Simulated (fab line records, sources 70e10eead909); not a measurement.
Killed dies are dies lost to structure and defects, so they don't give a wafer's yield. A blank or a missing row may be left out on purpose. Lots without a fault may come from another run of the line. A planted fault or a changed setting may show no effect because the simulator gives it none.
fab line records | flow nand_harc
record lots=5 wafers=15 last_day=24
route steps=1159 shown A_CHANNEL_FILL_D1@495 END@1159
lots that met no fault: from a run of the same line without faults
start_h: hours from the record's first day to the start of the lot's first wafer shown | wait_h: hours since the lot's step before | " the same as in the row above | L1.1+2: a row that stands for several wafers | - no value, or no start given | * or withheld: withheld | < > ~ a bound
route shown NAME@n: a module of which the file shows steps, and the number in the route of the first | usual: mean/standard deviation of fault-free wafers | same: alike in all rows | chamber/n: place in a boat | sites: the reading at each site | _std_site: their standard deviation | _edge_site: outer sites' mean less inner sites' | radius_mm: how far each site lies from the wafer's centre | mask NAME#n: copy n | behind: the tool/chamber that last shaped the wafer | hold: why the lot was held/for how many hours/how that ended | device: the transistor (n, p or np) that didn't switch | end of line: the same wafers' tests at the end of the route | a step without rows: its recipe alone | killed: dies lost to structure and defects at the first sort, not the wafer's yield | map: a wafer's dies, x killed, . not, _ none there
set.NAME: the setting as run; set.NAME@STEP: as run at that earlier step | model.NAME: the simulator's own value behind a step, which no gauge read
lots at some steps of the route; a table a step, a row a wafer
services: from which hour (start_h, from the record's first day; less than 0 if before it) a tool's chamber was out of use, for how many hours, and why
## steps
# step NHARC_A_CHANNEL_FILL_D1_ALD_15
# recipe target_thk_a=20 pulse_time_s=60 ald_cycles=19 temp_c=630 pressure_torr=2 material=SiNx
# usual ald_cycles=19/0 chamber_pressure_Torr=2.001/0.0045 precursor_pulse_height_rel=1.000/0.021 susceptor_temp_C=629.94/0.28
# columns lot.wafer tool chamber start_h wait_h ald_cycles chamber_pressure_Torr precursor_pulse_height_rel susceptor_temp_C
L841.2 ald_sin_batch-02 0 - - 19 1.995 1.003 629.77
L841.5 " 0 " " 19 1.998 1.010 629.92
L841.6 " 0 " " 19 2.000 0.995 629.93
L842.3 ald_sin_batch-02 0 - - 19 2.000 1.014 630.06
L842.4 " 0 " " 19 1.996 1.010 630.09
L842.5 " 0 " " 19 1.995 1.019 630.14
L851.3 ald_sin_batch-02 0 - - 19 1.994 1.021 630.31
L851.4 " 0 " " 19 1.995 0.996 629.88
L851.5 " 0 " " 19 1.994 1.020 630.12
L858.2 ald_sin_batch-03 0 - - 19 1.994 0.989 630.24
L858.4 " 0 " " 19 2.000 1.006 630.20
L858.5 " 0 " " 19 1.997 0.993 630.41
L861.1 ald_sin_batch-01 0 - - 19 2.006 1.000 630.16
L861.3 " 0 " " 19 1.999 1.032 629.86
L861.5 " 0 " " 19 2.000 1.000 629.83
# step NHARC_A_CHANNEL_FILL_D1_ALD_16
# recipe target_thk_a=15 pulse_time_s=10 ald_cycles=15 temp_c=300 material=SiO2
# usual ald_cycles=15/0 heater_power_outer_w=261/30 heater_power_w=454/46 precursor_pulse_height_rel=1.002/0.02 susceptor_temp_C=300.00/0.17
# columns lot.wafer tool chamber start_h wait_h ald_cycles heater_power_outer_w heater_power_w precursor_pulse_height_rel susceptor_temp_C
L842.4 ald_hk-04 2 209.75 0.0 15 266 461 1.008 300.00
L842.3 " 3 " " 15 241 439 1.018 300.17
L842.5 " 3 " " 15 247 442 1.011 300.26
L841.2 ald_hk-01 0 209.83 0.1 15 263 446 0.984 300.01
L841.6 " 1 " " 15 288 469 1.008 300.26
L841.5 " 2 " " 15 268 445 1.022 299.92
L851.3 ald_hk-03 3 275.66 1.6 15 227 414 1.043 299.71
L851.4 " 0 " " 15 218 416 1.017 300.22
L851.5 " 3 " " 15 225 426 1.023 300.04
L858.2 ald_hk-03 0 305.28 0.1 15 219 409 1.009 299.84
L858.4 " 2 " " 15 256 420 0.971 300.16
L858.5 " 3 " " 15 228 421 1.008 299.94
L861.1 ald_hk-01 2 324.52 1.0 15 262 430 1.019 299.69
L861.3 " 1 " " 15 265 441 0.962 299.96
L861.5 " 3 " " 15 337 563 0.972 299.95
# step NHARC_A_CHANNEL_FILL_D1_ANNEAL_17
# recipe temp_c=850 time_s=1800
# step NHARC_A_CHANNEL_FILL_D1_CVD_18
# recipe target_thk_a=30 temp_c=550 material=poly-Si
# step NHARC_A_CHANNEL_FILL_D1_ETCHBACK_19
# recipe target_depth_a=50 time_s=1.7 hbr_flow_sccm=150 cl2_flow_sccm=50 rf_w=400 icp_w=400 bias_w=100 chemistry=HBr/Cl2
# usual drypump_motor_current_A=5.61/0.28 oes_product_au=1.001/0.0078 throttle_valve_pct=26.405/0.0099
# columns lot.wafer tool chamber start_h wait_h drypump_motor_current_A oes_product_au rf_hours_counter_h throttle_valve_pct
L842.3 rie_si-01 1 221.47 0.4 5.76 1.000 0.8 26.430
L842.4 " 3 " " 5.60 1.001 0.8 26.395
L842.5 " 1 " " 5.79 1.003 - 26.405
L841.2 rie_si-04 2 221.48 0.4 5.68 0.999 1.1 26.405
L841.5 " 1 " " 5.96 1.011 - 26.415
L841.6 " 2 " " 5.69 0.998 - 26.402
L851.3 rie_si-05 0 287.24 0.4 5.73 1.007 0.3 26.395
L851.4 " 3 " " 5.26 1.006 0.2 26.403
L851.5 " 0 " " 5.77 1.012 - 26.406
L858.4 rie_si-04 3 316.97 0.4 5.01 0.998 0.3 26.419
L858.2 " 0 " " 5.57 0.990 0.3 26.414
L858.5 " 1 " " 5.97 0.998 - 26.414
L861.3 rie_si-01 2 336.21 0.4 5.97 1.014 0.4 26.401
L861.1 " 3 " " 5.55 1.011 0.3 26.386
L861.5 " 3 " " 5.59 0.999 - 26.399
# step NHARC_A_CHANNEL_FILL_D1_ETCHBACK_20
# recipe target_depth_a=270 time_s=13.5 c4f8_flow_sccm=withheld o2_flow_sccm=8 ar_flow_sccm=withheld rf_w=600 bias_w=1500 chemistry=C4F8/O2/Ar
# usual oes_product_au=0.96/0.035 rf_vpp_V=978/6
# columns lot.wafer tool chamber start_h wait_h oes_product_au rf_hours_counter_h rf_vpp_V
L842.3 rie_diel-10 1 221.60 - 0.97 1 975
L842.4 " 3 " " 0.99 1 980
L842.5 " 1 " " 0.98 - 976
L841.2 rie_diel-10 2 221.68 - 0.97 1 988
L841.5 " 3 " " 1.00 - 978
L841.6 " 0 " " 1.00 - 972
L851.4 rie_diel-08 3 287.37 - 0.99 4 970
L851.3 " 1 " " 1.00 4 975
L851.5 " 0 " " 1.00 - 980
L858.4 rie_diel-08 2 317.08 - 1.00 0 988
L858.2 " 0 " " 1.00 0 980
L858.5 " 2 " " 1.01 - 988
L861.3 rie_diel-08 1 336.38 - 0.96 1 974
L861.1 " 0 " " 0.94 1 980
L861.5 " 1 " " 0.95 - 974
# step NHARC_A_CHANNEL_FILL_D1_STRIP_28
# recipe time_s=20 o2_flow_sccm=500 ar_flow_sccm=0 bias_w=0 chemistry=O2
# step NHARC_A_CHANNEL_FILL_D1_PRECLEAN_21
# recipe time_s=30 chemistry=dHF
# step NHARC_A_CHANNEL_FILL_D1_SRD_23
# step NHARC_A_CHANNEL_FILL_D1_CVD_05
# recipe target_thk_a=50 temp_c=550 material=poly-Si
# step NHARC_A_CHANNEL_FILL_D1_ANNEAL_22
# recipe temp_c=620 time_s=7200
# step NHARC_A_CHANNEL_FILL_D1_ALD_25
# recipe target_thk_a=600 pulse_time_s=10 ald_cycles=600 temp_c=300 material=SiOx
# usual ald_cycles=600/0 heater_power_outer_w=264/27 heater_power_w=459/46 precursor_pulse_height_rel=1.001/0.019 susceptor_temp_C=299.97/0.2
# columns lot.wafer tool chamber start_h wait_h ald_cycles heater_power_outer_w heater_power_w precursor_pulse_height_rel susceptor_temp_C
L841.2 ald_hk-04 2 237.89 4.7 600 270 454 1.021 300.08
L841.5 " 2 240.35 7.2 600 261 447 0.995 299.70
L841.6 " 3 " " 600 252 441 1.051 299.90
L842.4 ald_hk-01 1 238.93 5.7 600 260 449 0.996 299.72
L842.3 " 3 240.18 7.0 600 314 575 1.002 300.08
L842.5 " 0 " " 600 260 456 0.975 299.73
L851.3 ald_hk-04 0 300.60 1.3 600 250 426 1.001 300.05
L851.4 " 1 " " 600 296 527 0.983 299.61
L851.5 " 3 302.47 3.2 485 253 443 1.019 300.10
L858.2 ald_hk-01 0 332.69 4.0 600 265 463 0.985 299.88
L858.4 " 1 " " 600 256 450 0.976 300.04
L858.5 " 3 334.53 5.9 600 334 569 1.009 299.82
L861.3 ald_hk-01 2 348.01 0.1 600 262 441 1.011 300.04
L861.1 " 0 349.24 1.3 600 255 463 1.010 299.60
L861.5 " 2 350.47 2.5 600 265 451 0.990 299.93
# step NHARC_A_CHANNEL_FILL_D1_ETCHBACK_08
# recipe target_depth_a=2200 time_s=110 c4f8_flow_sccm=20 ar_flow_sccm=withheld rf_w=600 bias_w=300 chemistry=C4F8
# usual oes_product_au=0.95/0.035 rf_vpp_V=441.2/3
# columns lot.wafer tool chamber start_h wait_h oes_product_au rf_hours_counter_h rf_vpp_V
L841.2 rie_diel-08 2 - - 0.92 3 445.4
L841.6 " 0 " " 0.93 - 441.2
L841.5 " 1 " " 0.91 - 437.7
L842.3 rie_diel-10 2 - - 0.93 2 444.9
L842.4 " 3 " " 0.93 2 441.4
L842.5 " 2 " " 0.93 - 446.4
L851.3 rie_diel-01 1 - - 0.92 29 443.4
L851.4 " 0 " " 0.94 27 440.2
L851.5 " 2 " " 0.92 - 436.2
L858.4 rie_diel-10 2 - - 0.93 5 446.2
L858.2 " 1 " " 0.92 6 441.1
L858.5 " 3 " " 0.92 - 442.2
L861.3 rie_diel-01 2 - - 0.98 6 437.4
L861.1 " 3 " " 0.99 6 444.1
L861.5 " 2 " " 0.99 - 437.6
# step NHARC_END_SORT_01
# recipe temp_c=25
# usual killed_at_array=27/11 killed_at_other=0.8/1.1 killed_at_periphery=2.8/1.9 killed_dies=30/11 killed_open=3.3/1.8 killed_short=2.3/1.5
# same gross_dies=677
# columns lot.wafer tool chamber start_h wait_h killed_at_array killed_at_other killed_at_periphery killed_dies killed_open killed_short
L842.3 prober-02 0 446.99 3.1 25 0 2 27 3 1
L842.4 prober-02 0 447.78 3.4 32 0 1 33 1 1
L842.5 prober-02 0 448.57 3.7 28 0 4 32 1 1
L841.2 prober-01 0 453.68 2.8 25 0 5 30 3 3
L841.5 prober-01 0 456.11 3.7 22 1 2 25 7 3
L841.6 prober-01 0 456.91 4.0 16 1 7 24 4 3
L851.3 prober-02 0 519.89 3.1 13 0 2 15 2 2
L851.4 prober-02 0 520.71 3.5 14 1 2 17 2 1
L851.5 prober-02 0 521.54 3.8 19 0 3 22 2 6
L858.2 prober-02 0 556.47 2.8 41 1 6 48 5 3
L858.4 prober-02 0 558.08 3.4 46 0 4 50 2 2
L858.5 prober-02 0 558.89 3.7 30 0 4 34 3 1
L861.1 prober-01 0 572.48 2.5 49 0 1 50 1 4
L861.3 prober-01 0 574.09 3.1 28 2 3 33 3 2
L861.5 prober-01 0 575.69 3.7 39 0 0 39 1 0
# killed by level:class
L842.3 A_SLIT:chamber_film_flake=12 A_CHANNEL_HOLE_D1:chamber_film_flake=4 A_WL_FILL:chamber_film_flake=3 A_CONTACT:chamber_film_flake=3 P_M0:geometric_particle:open=1 P_M2:geometric_particle:short=1 A_ONON_D1:geometric_particle:open=1 A_CONTACT:geometric_particle:open=1
L842.4 A_CHANNEL_HOLE_D1:chamber_film_flake=18 A_CONTACT:chamber_film_flake=7 A_SLIT:chamber_film_flake=3 A_WL_FILL:geometric_particle:short=1 A_M1:geometric_particle:open=1 P_GATE:chamber_film_flake=1 A_STAIRCASE:chamber_film_flake=1 A_WL_FILL:chamber_film_flake=1
L842.5 A_SLIT:chamber_film_flake=10 A_CHANNEL_HOLE_D1:chamber_film_flake=7 A_WL_FILL:chamber_film_flake=4 A_CONTACT:chamber_film_flake=4 P_GATE:chamber_film_flake=2 A_STAIRCASE:chamber_film_flake=2 P_M2:geometric_particle:open=1 A_CHANNEL_FILL_D1:geometric_particle:short=1
L841.2 A_SLIT:chamber_film_flake=9 P_GATE:chamber_film_flake=3 A_WL_FILL:chamber_film_flake=3 A_BLC:chamber_film_flake=3 A_CHANNEL_FILL_D1:geometric_particle:short=2 A_BLC:geometric_particle:open=2 A_CHANNEL_HOLE_D1:chamber_film_flake=2 A_CONTACT:chamber_film_flake=2
L841.5 A_SLIT:chamber_film_flake=5 A_CONTACT:geometric_particle:open=3 A_CHANNEL_HOLE_D1:chamber_film_flake=2 A_STAIRCASE:chamber_film_flake=2 A_BLC:chamber_film_flake=2 A_ONON_D1:geometric_particle:short=1 A_ONON_D1:geometric_particle:open=1 A_CHANNEL_FILL_D1:geometric_particle:short=1
L841.6 A_SLIT:chamber_film_flake=5 P_STI:chamber_film_flake=4 A_WL_FILL:chamber_film_flake=4 P_STI:geometric_particle:short=1 P_GATE:geometric_particle:open=1 A_ONON_D1:geometric_particle:open=1 A_CHANNEL_HOLE_D1:geometric_particle:short=1 A_CHANNEL_FILL_D1:geometric_particle:short=1
L851.3 A_STAIRCASE:chamber_film_flake=4 A_CHANNEL_HOLE_D1:chamber_film_flake=3 A_CONTACT:chamber_film_flake=3 P_M0:geometric_particle:open=1 A_CHANNEL_FILL_D1:geometric_particle:short=1 A_CONTACT:geometric_particle:open=1 A_M0:geometric_particle:short=1 P_GATE:chamber_film_flake=1
L851.4 A_CONTACT:chamber_film_flake=5 A_STAIRCASE:chamber_film_flake=3 A_CHANNEL_HOLE_D1:chamber_film_flake=2 P_M0:geometric_particle:open=1 A_SOURCE_PLATE:geometric_particle:short=1 A_BLC:geometric_particle:open=1 P_GATE:chamber_film_flake=1 A_ZERO_WELL:chamber_film_flake=1
L851.5 A_CONTACT:chamber_film_flake=8 A_CHANNEL_HOLE_D1:chamber_film_flake=5 P_CONTACT:geometric_particle:short=2 P_CONTACT:geometric_particle:open=1 A_ONON_D1:geometric_particle:short=1 A_CHANNEL_HOLE_D1:geometric_particle:short=1 A_CHANNEL_FILL_D1:geometric_particle:short=1 A_WL_FILL:geometric_particle:short=1
L858.2 A_CHANNEL_HOLE_D1:chamber_film_flake=21 A_SLIT:chamber_film_flake=5 A_CHANNEL_FILL_D1:chamber_film_flake=4 A_STAIRCASE:chamber_film_flake=4 P_GATE:chamber_film_flake=2 P_ZERO_WELL:geometric_particle:open=1 P_GATE:geometric_particle:open=1 P_M1:geometric_particle:open=1
L858.4 A_CHANNEL_HOLE_D1:chamber_film_flake=22 A_SLIT:chamber_film_flake=11 A_STAIRCASE:chamber_film_flake=6 A_CONTACT:chamber_film_flake=4 P_CONTACT:geometric_particle:open=1 P_M1:geometric_particle:open=1 A_CHANNEL_HOLE_D1:geometric_particle:short=1 A_SLIT:geometric_particle:short=1
L858.5 A_CHANNEL_HOLE_D1:chamber_film_flake=11 A_SLIT:chamber_film_flake=10 P_ZERO_WELL:chamber_film_flake=3 A_STAIRCASE:chamber_film_flake=3 A_CHANNEL_FILL_D1:chamber_film_flake=2 P_M0:geometric_particle:open=1 A_ONON_D1:geometric_particle:open=1 A_SLIT:geometric_particle:short=1
L861.1 A_CHANNEL_HOLE_D1:chamber_film_flake=27 A_SLIT:chamber_film_flake=7 A_CONTACT:chamber_film_flake=3 A_BONDPAD:chamber_film_flake=3 A_ONON_D1:geometric_particle:short=2 A_ZERO_WELL:chamber_film_flake=2 A_STAIRCASE:chamber_film_flake=2 A_ONON_D1:geometric_particle:open=1
L861.3 A_CHANNEL_HOLE_D1:chamber_film_flake=12 A_SLIT:chamber_film_flake=6 A_STAIRCASE:chamber_film_flake=4 P_M0:geometric_particle:open=2 A_CONTACT:chamber_film_flake=2 A_ONON_D1:geometric_particle:open=1 A_CHANNEL_HOLE_D1:geometric_particle:short=1 P_ZERO_WELL:chamber_film_flake=1
L861.5 A_CHANNEL_HOLE_D1:chamber_film_flake=19 A_SLIT:chamber_film_flake=8 A_CONTACT:chamber_film_flake=4 A_STAIRCASE:chamber_film_flake=3 A_M1:chamber_film_flake=2 A_SGD_CUT:geometric_particle:open=1 A_ZERO_WELL:chamber_film_flake=1 A_BONDPAD:chamber_film_flake=1
## services
# columns tool chamber start_h hours kind
rie_si-04 0 189.23 4.2 repair
ald_hk-04 - 191.05 10.0 pm
rie_si-05 3 204.54 7.1 repair
rie_diel-10 2 206.83 4.2 repair
ald_sin_batch-03 - 208.19 13.1 repair
rie_diel-08 3 209.47 15.0 repair
rie_diel-01 0 217.65 4.0 repair
ald_hk-01 - 228.31 10.0 pm
rie_si-04 1 232.23 8.6 repair
rie_si-05 - 239.00 9.0 pm
rie_diel-08 2 253.24 9.1 repair
ald_hk-04 - 258.74 1.5 repair
rie_si-04 - 276.00 9.0 pm
rie_diel-01 - 297.52 0.6 repair
rie_si-01 1 298.26 5.7 repair
rie_diel-08 - 301.80 9.0 pm
rie_si-01 - 304.00 9.0 pm
rie_diel-01 1 311.07 3.2 repair
rie_diel-01 - 314.83 9.0 pm
rie_si-04 1 331.15 4.1 repair
rie_diel-01 0 335.71 9.0 repair
rie_si-04 - 338.58 1.9 repair
ald_sin_batch-02 - 349.62 52.0 repair
rie_diel-10 - 353.50 9.0 pm
## key
first_sign step=NHARC_A_CHANNEL_FILL_D1_ALD_25 reading=ald_cycles direction=down sigmas=99+ usual=600 struck=485
effect none on later readings
met_at NHARC_A_CHANNEL_FILL_D1_ALD_25
struck_wafers L851.5
tester_left_out L851
onset_between 237.89 300.60
fault kind=process_parameter_drift tool=ald_hk-04 chamber=3 onset_h=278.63 steps=NHARC_A_CHANNEL_FILL_D1_ALD_25 channel=ald_cycles offset=-115 shape=step end_h=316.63 acts_in=these_recipes_only stated=600
# tester_left_out: of these lots the tester's yield and bins aren't shown, on N5 and GAA mostly nor the transistor test; their killed dies are dies lost to structure and defects alone, not to doping, threshold or leakage, so they don't give the yield
